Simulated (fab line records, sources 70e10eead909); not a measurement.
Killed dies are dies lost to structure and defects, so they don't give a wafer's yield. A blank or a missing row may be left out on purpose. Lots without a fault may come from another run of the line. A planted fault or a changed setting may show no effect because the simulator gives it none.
fab line records | flow nand_harc
record lots=24 wafers=72 last_day=24
route steps=1159 shown A_STAIRCASE@733 A_SGD_CUT@758 A_SLIT@803 A_WL_FILL@815
lots that met no fault: from a run of the same line without faults
start_h: hours from the record's first day to the start of the lot's first wafer shown | wait_h: hours since the lot's step before | " the same as in the row above | L1.1+2: a row that stands for several wafers | - no value, or no start given | * or withheld: withheld | < > ~ a bound
route shown NAME@n: a module of which the file shows steps, and the number in the route of the first | usual: mean/standard deviation of fault-free wafers | same: alike in all rows | chamber/n: place in a boat | sites: the reading at each site | _std_site: their standard deviation | _edge_site: outer sites' mean less inner sites' | radius_mm: how far each site lies from the wafer's centre | mask NAME#n: copy n | behind: the tool/chamber that last shaped the wafer | hold: why the lot was held/for how many hours/how that ended | device: the transistor (n, p or np) that didn't switch | end of line: the same wafers' tests at the end of the route | a step without rows: its recipe alone | killed: dies lost to structure and defects at the first sort, not the wafer's yield | map: a wafer's dies, x killed, . not, _ none there
set.NAME: the setting as run; set.NAME@STEP: as run at that earlier step | model.NAME: the simulator's own value behind a step, which no gauge read
steps of the route over a sample of lots; a table a step, a row a wafer
services: from which hour (start_h, from the record's first day; less than 0 if before it) a tool's chamber was out of use, for how many hours, and why
## steps
# step NHARC_A_STAIRCASE_CMP_450
# recipe target_thk_nm=200 material=SiO2
# usual motor_current_A=12.7/1.1 slurry_filter_dp_kPa=13.50/0.13
# columns lot.wafer tool chamber start_h wait_h motor_current_A slurry_filter_dp_kPa
L075.4 cmp-02 1 311.95 - 13.1 13.50
L075.3 " 3 " " 12.6 13.66
L075.5 " 2 " " 11.2 13.53
L074.3 cmp-01 3 312.16 - 13.0 13.45
L074.2 " 1 " " 12.2 13.28
L074.6 " 3 " " 12.9 13.64
L076.2 cmp-03 1 312.64 - 14.0 13.40
L076.6 " 1 " " 14.2 13.48
L076.5 " 2 " " 10.2 13.44
L080.1 cmp-01 2 330.46 - 12.2 13.41
L080.5 " 1 " " 12.5 13.44
L080.6 " 2 " " 11.5 13.63
L077.3 cmp-02 3 330.50 - 12.6 13.42
L077.6 " 2 " " 11.1 13.28
L077.5 " 3 " " 12.6 13.27
L078.4 cmp-01 3 330.77 - 13.1 13.64
L078.3 " 0 " " 14.1 13.23
L078.5 " 0 " " 13.3 13.51
L079.2 cmp-01 3 331.72 - 13.0 13.60
L079.3 " 2 " " 12.0 13.49
L079.6 " 3 " " 13.6 13.65
L081.1 cmp-01 1 344.21 - 11.8 13.39
L081.2 " 3 " " 13.7 13.38
L081.6 " 1 " " 13.0 13.33
L083.2 cmp-02 1 355.35 - 12.5 13.31
L083.3 " 2 " " 11.8 13.43
L083.4 " 3 " " 12.5 13.58
L082.2 cmp-01 3 355.73 - 12.7 13.63
L082.4 " 2 " " 12.3 13.58
L082.6 " 3 " " 13.6 13.52
L084.1 cmp-03 0 367.75 - 14.4 13.42
L084.5 " 3 " " 13.8 13.53
L084.6 " 0 " " 15.0 13.54
L086.2 cmp-01 2 381.31 - 12.0 13.36
L086.3 " 1 " " 12.8 13.59
L086.5 " 2 " " 10.7 13.67
L085.1 cmp-03 3 381.42 - 13.9 13.63
L085.6 " 1 " " 14.6 13.56
L085.5 " 2 " " 10.3 13.51
L087.2 cmp-01 1 381.69 - 12.6 13.58
L087.3 " 2 " " 11.6 13.48
L087.5 " 3 " " 13.2 13.67
L089.2 cmp-02 3 397.78 - 12.8 13.50
L089.3 " 2 " " 11.5 13.43
L089.5 " 0 " " 11.8 13.37
L088.4 cmp-01 0 397.89 - 13.4 13.30
L088.2 " 1 " " 12.6 13.46
L088.5 " 0 " " 13.2 13.54
L090.1 cmp-01 3 402.64 - 13.0 13.54
L090.3 " 1 " " 12.7 13.70
L090.5 " 3 " " 12.8 13.51
L091.1 cmp-01 0 402.83 - 13.2 13.67
L091.5 " 3 " " 13.6 13.52
L091.6 " 0 " " 13.4 13.42
L092.4 cmp-02 1 407.80 - 12.9 13.62
L092.1 " 2 " " 12.0 13.69
L092.6 " 3 " " 12.7 13.38
L093.2 cmp-03 0 408.13 - 15.0 13.64
L093.3 " 2 " " 10.8 13.25
L093.6 " 3 " " 13.1 13.74
L095.3 cmp-01 3 418.56 - 12.9 13.71
L095.5 " 0 " " 13.5 13.69
L095.6 " 1 " " 12.9 13.86
L094.3 cmp-03 2 419.05 - 10.4 13.49
L094.1 " 3 " " 14.6 13.59
L094.5 " 1 " " 14.3 13.52
L096.2 cmp-02 3 419.17 - 12.8 13.46
L096.3 " 1 " " 13.1 13.54
L096.1 " 2 " " 10.8 13.40
L097.2 cmp-02 1 453.21 - 13.1 13.48
L097.3 " 2 " " 11.0 13.52
L097.5 " 1 " " 12.4 13.67
# step NHARC_A_SGD_CUT_CD_MEAS_09
# recipe target_cd_nm=100 landing_energy_ev=500
# usual cd_nm=100.0/0.44
# columns lot.wafer tool chamber start_h wait_h cd_nm
L075.3 cd_sem-01 0 314.62 - 101.0
L075.4 " 0 " " 100.9
L075.5 " 0 " " 99.8
L074.2 cd_sem-01 0 315.05 - 99.7
L074.3 " 0 " " 99.9
L074.6 " 0 " " 99.8
L076.2 cd_sem-02 0 315.39 - 99.9
L076.5 " 0 " " 99.9
L076.6 " 0 " " 99.7
L080.1 cd_sem-02 0 333.16 - 99.0
L080.5 " 0 " " 99.6
L080.6 " 0 " " 99.4
L078.3 cd_sem-03 0 333.49 - 100.3
L078.4 " 0 " " 100.3
L078.5 " 0 " " 100.0
L077.3 cd_sem-01 0 333.65 - 99.8
L077.5 " 0 " " 100.2
L077.6 " 0 " " 99.8
L079.2 cd_sem-02 0 334.20 - 100.3
L079.3 " 0 " " 101.0
L079.6 " 0 " " 100.4
L081.1 cd_sem-01 0 346.81 - 100.3
L081.2 " 0 " " 100.3
L081.6 " 0 " " 100.3
L083.2 cd_sem-03 0 358.01 - 100.2
L083.3 " 0 " " 99.7
L083.4 " 0 " " 99.7
L082.2 cd_sem-03 0 358.49 - 100.4
L082.4 " 0 " " 100.2
L082.6 " 0 " " 100.7
L084.1 cd_sem-01 0 370.58 - 100.1
L084.5 " 0 " " 100.1
L084.6 " 0 " " 100.0
L086.2 cd_sem-01 0 384.11 - 99.9
L086.3 " 0 " " 99.8
L086.5 " 0 " " 99.7
L085.1 cd_sem-03 0 384.34 - 99.7
L085.5 " 0 " " 99.7
L085.6 " 0 " " 99.8
L087.2 cd_sem-02 0 384.53 - 100.3
L087.3 " 0 " " 100.1
L087.5 " 0 " " 100.1
L089.2 cd_sem-02 0 400.36 - 99.6
L089.3 " 0 " " 99.8
L089.5 " 0 " " 100.0
L088.2 cd_sem-03 0 400.55 - 99.9
L088.4 " 0 " " 99.8
L088.5 " 0 " " 100.1
L090.1 cd_sem-02 0 405.23 - 100.4
L090.3 " 0 " " 100.1
L090.5 " 0 " " 99.5
L091.1 cd_sem-03 0 405.48 - 100.0
L091.5 " 0 " " 99.7
L091.6 " 0 " " 99.8
L092.1 cd_sem-02 0 410.37 - 99.4
L092.4 " 0 " " 99.2
L092.6 " 0 " " 99.6
L093.2 cd_sem-03 0 410.59 - 100.6
L093.3 " 0 " " 100.5
L093.6 " 0 " " 100.4
L095.3 cd_sem-02 0 421.57 - 99.1
L095.5 " 0 " " 100.0
L095.6 " 0 " " 99.1
L094.1 cd_sem-01 0 421.62 - 99.8
L094.3 " 0 " " 100.1
L094.5 " 0 " " 99.7
L096.1 cd_sem-02 0 421.91 - 99.9
L096.2 " 0 " " 99.8
L096.3 " 0 " " 100.1
L097.2 cd_sem-01 0 455.79 - 100.0
L097.3 " 0 " " 100.0
L097.5 " 0 " " 99.7
# step NHARC_A_SGD_CUT_DESCUM_14
# recipe time_s=3 o2_flow_sccm=200 ar_flow_sccm=0 bias_power_w=0 chemistry=O2
# usual drypump_motor_current_A=5.6/0.46 oes_product_au=1.001/0.0082 rf_vpp_V=57.7/0.85 showerhead_plenum_p_Torr=1.92/0.074 throttle_valve_pct=11.311/0.0081
# columns lot.wafer tool chamber start_h wait_h drypump_motor_current_A oes_product_au rf_hours_counter_h rf_vpp_V showerhead_plenum_p_Torr throttle_valve_pct
L075.4 rie_diel-02 2 314.81 0.1 6.1 1.000 11 57.3 1.94 11.319
L075.3 " 1 " " 6.1 1.001 10 56.9 1.82 11.314
L075.5 " 2 " " 6.1 0.997 - 57.9 1.94 11.319
L074.3 rie_diel-04 0 315.23 0.1 5.3 1.005 1 57.6 2.03 11.305
L074.2 " 3 " " 6.5 1.004 1 57.4 1.93 11.306
L074.6 " 1 " " 5.2 1.007 - 59.8 2.04 11.330
L076.2 rie_diel-03 0 315.58 0.1 6.1 0.999 10 57.1 1.99 11.302
L076.6 " 3 " " 5.0 1.004 - 58.2 1.88 11.313
L076.5 " 0 " " 6.1 0.986 - 58.4 1.99 11.301
L080.1 rie_diel-04 2 333.35 0.1 5.3 0.992 3 58.1 1.92 11.310
L080.5 " 1 " " 5.2 1.003 - 58.5 2.04 11.316
L080.6 " 2 " " 5.3 0.992 - 55.5 1.92 11.310
L078.3 rie_diel-03 2 333.69 0.1 5.1 0.992 14 58.3 1.85 11.308
L078.4 " 1 " " 5.9 0.976 14 58.5 1.89 11.309
L078.5 " 3 " " 5.0 0.986 - 57.4 1.88 11.318
L077.3 rie_diel-03 0 333.84 0.1 6.0 1.002 12 58.9 1.99 11.315
L077.6 " 3 " " 5.0 1.005 - 57.9 1.88 11.317
L077.5 " 0 " " 6.0 1.004 - 56.5 1.99 11.313
L079.2 rie_diel-04 2 334.40 0.1 5.3 1.002 3 57.9 1.92 11.302
L079.3 " 3 " " 6.5 1.004 4 58.8 1.93 11.316
L079.6 " 1 " " 5.3 1.009 - 58.4 2.04 11.314
L081.1 rie_diel-04 3 347.00 0.1 6.5 1.003 5 59.0 1.93 11.296
L081.2 " 1 " " 5.2 1.000 4 57.6 2.04 11.297
L081.6 " 3 " " 6.5 1.004 - 57.8 1.93 11.307
L083.3 rie_diel-04 3 358.19 0.1 6.5 1.016 6 59.1 1.93 11.322
L083.2 " 0 " " 5.3 1.017 6 57.7 2.03 11.316
L083.4 " 2 " " 5.3 1.005 6 57.0 1.92 11.309
L082.4 rie_diel-03 3 358.68 0.1 5.0 0.999 16 58.1 1.88 11.304
L082.2 " 0 " " 6.1 1.002 16 56.6 1.98 11.312
L082.6 " 3 " " 5.0 1.000 - 57.8 1.88 11.304
L084.1 rie_diel-02 1 370.76 0.1 6.1 1.004 2 56.8 1.82 11.311
L084.6 " 1 " " 6.1 0.998 - 57.5 1.82 11.313
L084.5 " 2 " " 6.1 0.989 - 56.8 1.94 11.314
L086.2 rie_diel-02 0 384.30 0.1 5.5 1.022 3 57.1 1.80 11.303
L086.3 " 3 " " 5.5 1.006 2 58.9 1.87 11.315
L086.5 " 1 " " 6.0 1.009 - 57.2 1.82 11.322
L085.1 rie_diel-04 1 384.54 0.1 5.3 1.004 7 59.4 2.04 11.323
L085.5 " 0 " " 5.3 1.004 - 57.9 2.03 11.312
L085.6 " 1 " " 5.2 1.003 - 57.9 2.04 11.310
L087.3 rie_diel-03 0 384.71 0.1 6.1 1.000 18 57.1 1.98 11.316
L087.2 " 1 " " 5.9 0.992 21 56.5 1.89 11.311
L087.5 " 0 " " 6.1 0.993 - 56.9 1.98 11.313
L089.3 rie_diel-02 2 400.56 0.1 6.1 0.994 4 57.2 1.94 11.318
L089.2 " 3 " " 5.5 1.014 4 59.0 1.87 11.321
L089.5 " 3 " " 5.5 1.008 - 56.4 1.87 11.320
L088.2 rie_diel-02 1 400.93 0.3 6.1 0.991 4 57.7 1.82 11.310
L088.4 " 2 " " 6.1 0.996 4 59.1 1.93 11.312
L088.5 " 0 " " 5.5 1.004 - 57.6 1.80 11.311
L090.3 rie_diel-04 0 405.41 0.1 5.3 1.001 11 57.5 2.03 11.309
L090.1 " 1 " " 5.3 1.008 10 57.5 2.04 11.315
L090.5 " 0 " " 5.4 1.004 - 58.1 2.03 11.317
L091.1 rie_diel-03 0 405.67 0.1 6.0 1.010 0 58.9 1.98 11.311
L091.5 " 3 " " 5.0 0.994 - 57.6 1.88 11.315
L091.6 " 0 " " 6.0 1.006 - 58.0 1.98 11.303
L092.1 rie_diel-03 0 410.56 0.1 6.0 0.999 1 58.8 1.98 11.331
L092.4 " 1 " " 5.9 0.986 1 59.0 1.89 11.317
L092.6 " 3 " " 5.0 0.996 - 56.3 1.88 11.315
L093.3 rie_diel-02 0 410.79 0.1 5.5 1.012 5 57.1 1.80 11.302
L093.2 " 1 " " 6.0 1.001 5 57.5 1.81 11.321
L093.6 " 2 " " 6.1 0.993 - 56.7 1.93 11.305
L095.3 rie_diel-03 0 421.76 0.1 6.0 0.997 2 58.1 1.98 11.323
L095.5 " 3 " " 5.0 0.996 - 55.9 1.88 11.305
L095.6 " 0 " " 6.1 1.002 - 58.3 1.98 11.315
L094.1 rie_diel-04 1 421.83 0.1 5.3 0.998 11 57.3 2.04 11.318
L094.3 " 3 " " 6.5 1.002 13 57.8 1.92 11.299
L094.5 " 2 " " 5.3 0.998 - 57.4 1.92 11.317
L096.3 rie_diel-03 2 422.18 0.1 5.0 0.998 3 56.4 1.84 11.303
L096.1 " 3 " " 5.0 0.995 3 58.5 1.88 11.305
L096.2 " 0 " " 6.1 1.006 3 57.9 1.98 11.326
L097.3 rie_diel-03 2 455.97 0.1 5.1 1.012 5 57.3 1.84 11.318
L097.2 " 1 " " 5.9 0.996 5 56.7 1.89 11.317
L097.5 " 3 " " 5.0 1.010 - 57.3 1.88 11.313
# step NHARC_A_SLIT_CD_MEAS_21
# usual cd_nm=289.5/0.71
# columns lot.wafer tool chamber start_h wait_h cd_nm
L076.2 cd_sem-03 - 330.30 - 288.8
L076.5 " - " " 289.0
L076.6 " - " " 288.5
L075.3 cd_sem-01 - 332.00 - 290.3
L075.4 " - " " 289.9
L075.5 " - " " 290.0
L074.2 cd_sem-03 - 333.31 - 289.7
L074.3 " - " " 289.3
L074.6 " - " " 289.1
L079.2 cd_sem-02 - 346.25 - 289.7
L079.3 " - " " 290.0
L079.6 " - " " 290.5
L078.3 cd_sem-01 - 347.57 - 289.3
L078.4 " - " " 288.4
L078.5 " - " " 288.5
L080.1 cd_sem-03 - 347.92 - 289.2
L080.5 " - " " 290.0
L080.6 " - " " 289.9
L077.3 cd_sem-03 - 349.33 - 289.4
L077.5 " - " " 288.6
L077.6 " - " " 288.9
L081.1 cd_sem-02 - 365.12 0.1 290.9
L081.2 " - " " 289.4
L081.6 " - " " 289.8
L083.2 cd_sem-01 - 375.26 0.1 290.3
L083.3 " - " " 289.8
L083.4 " - " " 289.2
L082.2 cd_sem-01 - 376.98 - 289.5
L082.4 " - " " 289.5
L082.6 " - " " 289.2
L084.1 cd_sem-03 - 383.76 - 290.9
L084.5 " - " " 290.2
L084.6 " - " " 290.8
L087.2 cd_sem-01 - 402.58 - 289.7
L087.3 " - " " 290.0
L087.5 " - " " 290.3
L085.1 cd_sem-01 - 404.24 - 289.5
L085.5 " - " " 289.1
L085.6 " - " " 289.7
L086.2 cd_sem-01 - 405.93 - 289.3
L086.3 " - " " 289.1
L086.5 " - " " 288.9
L089.2 cd_sem-02 - 415.94 - 289.3
L089.3 " - " " 289.3
L089.5 " - " " 289.4
L088.2 cd_sem-03 - 417.62 - 288.1
L088.4 " - " " 289.1
L088.5 " - " " 289.2
L091.1 cd_sem-03 - 419.76 - 289.4
L091.5 " - " " 289.1
L091.6 " - " " 289.0
L090.1 cd_sem-02 - 422.96 - 290.1
L090.3 " - " " 290.3
L090.5 " - " " 290.2
L092.1 cd_sem-02 - 424.85 - 289.1
L092.4 " - " " 289.8
L092.6 " - " " 289.7
L093.2 cd_sem-03 - 425.12 - 289.4
L093.3 " - " " 289.2
L093.6 " - " " 289.8
L094.1 cd_sem-03 - 437.61 - 289.7
L094.3 " - " " 290.3
L094.5 " - " " 290.2
L095.3 cd_sem-01 - 438.24 - 290.6
L095.5 " - " " 290.8
L095.6 " - " " 290.4
L096.1 cd_sem-02 - 439.27 - 288.2
L096.2 " - " " 288.0
L096.3 " - " " 288.7
L097.2 cd_sem-03 - 471.06 0.1 289.8
L097.3 " - " " 289.8
L097.5 " - " " 289.7
# step NHARC_A_WL_FILL_ETCHBACK_05
# recipe target_depth_a=220 time_s=60 temp_c=40 chemistry=Cl2/BCl3
# usual drypump_motor_current_A=5.90/0.18 oes_product_au=1.001/0.0072
# columns lot.wafer tool chamber start_h wait_h drypump_motor_current_A oes_product_au rf_hours_counter_h
L076.2 rie_metal-01 1 342.86 0.2 6.06 0.996 0.1
L076.6 " 1 " " 6.05 1.006 -
L076.5 " 0 " " 5.75 0.993 -
L075.3 rie_metal-03 0 345.68 0.1 6.21 0.986 -
L075.4 " 1 " " 6.08 1.004 -
L075.5 " 0 " " 6.21 0.997 -
L074.2 rie_metal-02 0 347.21 0.2 5.95 1.007 4.0
L074.3 " 0 " " 5.93 1.006 -
L074.6 " 1 " " 5.65 1.014 -
L079.2 rie_metal-02 0 358.54 0.2 5.93 1.006 4.6
L079.3 " 0 " " 5.92 1.015 -
L079.6 " 0 " " 5.93 1.005 -
L078.3 rie_metal-03 0 358.62 0.2 6.21 0.985 -
L078.4 " 1 " " 6.13 0.996 -
L078.5 " 1 " " 6.11 0.988 -
L080.1 rie_metal-01 0 361.35 0.2 5.76 1.004 0.7
L080.5 " 0 " " 5.77 1.005 -
L080.6 " 1 " " 6.04 1.014 -
L077.3 rie_metal-02 0 361.84 0.1 5.92 1.008 -
L077.5 " 1 " " 5.65 0.994 -
L077.6 " 0 " " 5.93 1.014 -
L081.2 rie_metal-01 1 377.35 0.2 6.05 1.006 1.1
L081.1 " 0 " " 5.75 0.992 1.1
L081.6 " 0 " " 5.77 1.001 -
L083.2 rie_metal-01 1 393.53 0.2 6.05 1.003 1.5
L083.3 " 1 " " 6.04 1.020 -
L083.4 " 0 " " 5.76 0.994 -
L082.2 rie_metal-03 1 396.36 0.2 6.10 0.999 3.4
L082.4 " 0 " " 6.21 1.004 -
L082.6 " 1 " " 6.11 1.000 -
L084.1 rie_metal-02 0 399.89 0.2 5.93 1.003 0.1
L084.5 " 0 " " 5.93 0.998 -
L084.6 " 1 " " 5.65 1.003 -
L087.2 rie_metal-02 0 417.73 0.3 5.93 0.999 -
L087.3 " 0 " " 5.92 1.009 -
L087.5 " 0 " " 5.95 1.008 -
L085.1 rie_metal-01 1 417.75 0.4 6.05 0.997 2.2
L085.5 " 1 " " 6.05 0.999 -
L085.6 " 0 " " 5.72 0.989 -
L086.2 rie_metal-01 1 420.39 0.2 6.06 1.006 2.4
L086.3 " 0 " " 5.74 0.992 -
L086.5 " 1 " " 6.04 0.996 -
L089.2 rie_metal-02 1 431.21 0.2 5.65 1.002 0.4
L089.3 " 0 " " 5.95 1.005 -
L089.5 " 1 " " 5.64 1.008 -
L088.2 rie_metal-01 0 431.27 0.3 5.76 0.984 2.4
L088.4 " 1 " " 6.06 1.005 -
L088.5 " 1 " " 6.05 1.000 -
L091.1 rie_metal-01 1 434.00 0.2 6.05 1.002 2.9
L091.6 " 1 " " 6.04 1.002 -
L091.5 " 0 " " 5.75 0.996 -
L090.1 rie_metal-02 0 435.20 0.2 5.94 1.008 1.8
L090.3 " 0 " " 5.94 1.000 -
L090.5 " 0 " " 5.95 1.004 -
L092.1 rie_metal-03 1 437.32 0.2 6.08 0.998 4.9
L092.4 " 0 " " 6.21 1.004 -
L092.6 " 1 " " 6.08 0.998 -
L093.2 rie_metal-02 0 438.02 0.2 5.96 1.009 2.0
L093.3 " 0 " " 5.95 0.996 -
L093.6 " 1 " " 5.67 1.003 -
L095.3 rie_metal-01 0 450.15 0.2 5.71 0.982 -
L095.5 " 1 " " 6.04 0.999 -
L095.6 " 0 " " 5.75 0.991 -
L094.1 rie_metal-02 0 450.53 0.2 5.94 0.997 2.5
L094.3 " 1 " " 5.63 1.001 -
L094.5 " 0 " " 5.94 0.981 -
L096.2 rie_metal-02 0 452.86 0.2 5.93 1.007 2.8
L096.1 " 1 " " 5.64 1.003 1.9
L096.3 " 0 " " 5.93 1.005 -
L097.2 rie_metal-02 1 483.32 0.2 5.66 1.007 2.4
L097.3 " 0 " " 5.93 1.013 -
L097.5 " 1 " " 5.65 1.004 -
# step NHARC_A_WL_FILL_ETCHBACK_26
# recipe target_depth_a=520 time_s=13.3 hbr_flow_sccm=150 rf_w=350 icp_w=350 bias_w=60 chemistry=HBr
# usual drypump_motor_current_A=5.8/0.42 oes_product_au=0.996/0.007 throttle_valve_pct=23.266/0.0095
# columns lot.wafer tool chamber start_h wait_h drypump_motor_current_A oes_product_au rf_hours_counter_h throttle_valve_pct
L075.3 rie_si-05 1 358.33 0.4 5.7 0.986 1.0 23.274
L075.4 " 2 " " 5.3 0.993 0.9 23.278
L075.5 " 1 " " 5.7 0.984 - 23.265
L076.2 rie_si-04 1 358.35 0.4 5.8 1.001 0.4 23.271
L076.5 " 3 " " 6.0 0.995 - 23.259
L076.6 " 0 " " 6.7 0.998 - 23.266
L074.3 rie_si-01 0 363.11 0.4 5.7 0.998 0.3 23.252
L074.2 " 1 " " 5.8 0.997 0.4 23.272
L074.6 " 3 " " 6.0 0.991 - 23.262
L079.2 rie_si-05 2 373.74 0.4 5.4 0.996 1.0 23.262
L079.3 " 0 " " 4.9 0.985 1.0 23.266
L079.6 " 3 " " 5.9 0.990 - 23.267
L080.1 rie_si-01 1 373.76 0.4 5.8 1.008 0.5 23.270
L080.5 " 0 " " 5.7 0.983 - 23.252
L080.6 " 1 " " 5.8 0.996 - 23.276
L078.3 rie_si-04 2 373.77 0.4 5.6 1.005 0.5 23.265
L078.4 " 3 " " 6.0 0.997 0.7 23.241
L078.5 " 1 " " 5.8 0.997 - 23.257
L077.3 rie_si-04 3 379.37 0.4 6.0 1.005 0.7 23.255
L077.6 " 1 " " 5.7 1.005 - 23.259
L077.5 " 2 " " 5.6 0.996 - 23.260
L081.1 rie_si-05 1 392.64 0.4 5.7 1.001 1.2 23.263
L081.2 " 0 " " 4.9 1.002 1.1 23.277
L081.6 " 2 " " 5.4 1.006 - 23.268
L082.2 rie_si-05 1 409.03 0.4 5.7 0.997 1.4 23.273
L082.4 " 2 " " 5.4 1.010 1.1 23.270
L082.6 " 1 " " 5.7 0.997 - 23.267
L083.3 rie_si-01 3 409.03 0.4 6.0 0.992 0.7 23.264
L083.2 " 0 " " 5.7 0.992 0.7 23.263
L083.4 " 0 " " 5.7 0.993 - 23.260
L084.1 rie_si-04 2 418.28 0.4 5.6 0.996 0.9 23.290
L084.5 " 3 " " 6.0 0.993 - 23.273
L084.6 " 0 " " 6.7 0.992 - 23.257
L086.3 rie_si-05 1 433.51 0.4 5.7 0.993 0.0 23.275
L086.2 " 2 " " 5.3 0.987 0.1 23.271
L086.5 " 0 " " 4.9 0.984 - 23.259
L085.1 rie_si-01 0 433.52 0.4 5.7 0.989 0.9 23.281
L085.5 " 1 " " 5.8 0.997 - 23.271
L085.6 " 2 " " 6.3 0.995 - 23.271
L087.2 rie_si-04 0 436.37 0.4 6.7 0.991 1.2 23.262
L087.3 " 3 " " 6.0 0.999 1.1 23.245
L087.5 " 1 " " 5.8 1.007 - 23.265
L090.1 rie_si-05 2 449.03 0.4 5.4 0.995 0.2 23.258
L090.3 " 3 " " 6.0 0.995 0.2 23.267
L090.5 " 2 " " 5.4 0.989 - 23.278
L091.1 rie_si-01 1 449.06 0.4 5.8 1.004 0.7 23.264
L091.6 " 2 " " 6.3 0.998 - 23.258
L091.5 " 3 " " 6.0 0.996 - 23.281
L089.3 rie_si-04 0 452.02 0.4 6.8 1.005 1.4 23.273
L089.2 " 3 " " 6.0 0.992 1.2 23.253
L089.5 " 0 " " 6.8 0.992 - 23.265
L088.2 rie_si-05 2 452.03 0.4 5.4 0.981 0.3 23.267
L088.4 " 3 " " 6.0 0.986 0.3 23.252
L088.5 " 1 " " 5.7 0.991 - 23.278
L093.3 rie_si-01 1 452.04 0.4 5.8 1.012 0.7 23.265
L093.2 " 3 " " 6.0 0.996 1.0 23.260
L093.6 " 3 " " 6.0 0.998 - 23.285
L092.1 rie_si-01 1 455.05 0.4 5.8 1.000 0.8 23.250
L092.6 " 0 " " 5.7 0.991 - 23.280
L092.4 " 1 " " 5.8 1.001 - 23.265
L096.3 rie_si-05 1 465.35 0.4 5.7 0.995 0.3 23.258
L096.1 " 3 " " 6.0 0.997 0.4 23.271
L096.2 " 0 " " 5.0 0.993 0.3 23.257
L094.3 rie_si-01 3 465.38 0.4 6.0 0.999 1.2 23.277
L094.1 " 0 " " 5.7 0.999 1.2 23.275
L094.5 " 1 " " 5.8 1.005 - 23.270
L095.3 rie_si-01 3 468.09 0.4 6.0 0.995 1.2 23.284
L095.5 " 3 " " 6.0 0.987 - 23.258
L095.6 " 0 " " 5.7 0.995 - 23.274
L097.3 rie_si-05 0 498.41 0.4 4.9 0.997 0.6 23.268
L097.2 " 1 " " 5.7 0.992 0.6 23.266
L097.5 " 3 " " 6.0 1.006 - 23.269
## services
# columns tool chamber start_h hours kind
rie_diel-04 - 288.90 9.0 pm
rie_diel-04 2 298.23 2.7 repair
rie_si-01 - 304.00 9.0 pm
rie_metal-02 1 318.63 9.0 repair
rie_metal-01 - 332.00 9.0 pm
rie_si-01 1 336.22 0.9 repair
rie_si-01 - 364.40 0.6 repair
rie_diel-03 0 373.75 1.7 repair
cmp-01 - 375.50 4.0 pm
rie_si-01 1 383.52 34.1 repair
rie_metal-02 - 388.00 9.0 pm
rie_diel-03 - 392.52 9.0 pm
rie_si-05 2 403.62 4.5 repair
rie_metal-02 1 404.98 17.1 repair
rie_si-01 3 405.07 2.4 repair
rie_metal-01 0 412.54 4.8 repair
rie_si-05 - 416.00 9.0 pm
rie_si-01 2 451.24 4.5 repair
rie_si-05 3 454.92 1.2 repair
rie_diel-03 2 471.40 2.2 repair
rie_si-01 0 471.98 1.6 repair
cmp-01 - 473.50 4.0 pm
rie_si-01 - 481.00 9.0 pm
rie_diel-03 1 483.38 5.1 repair
## key
fault none
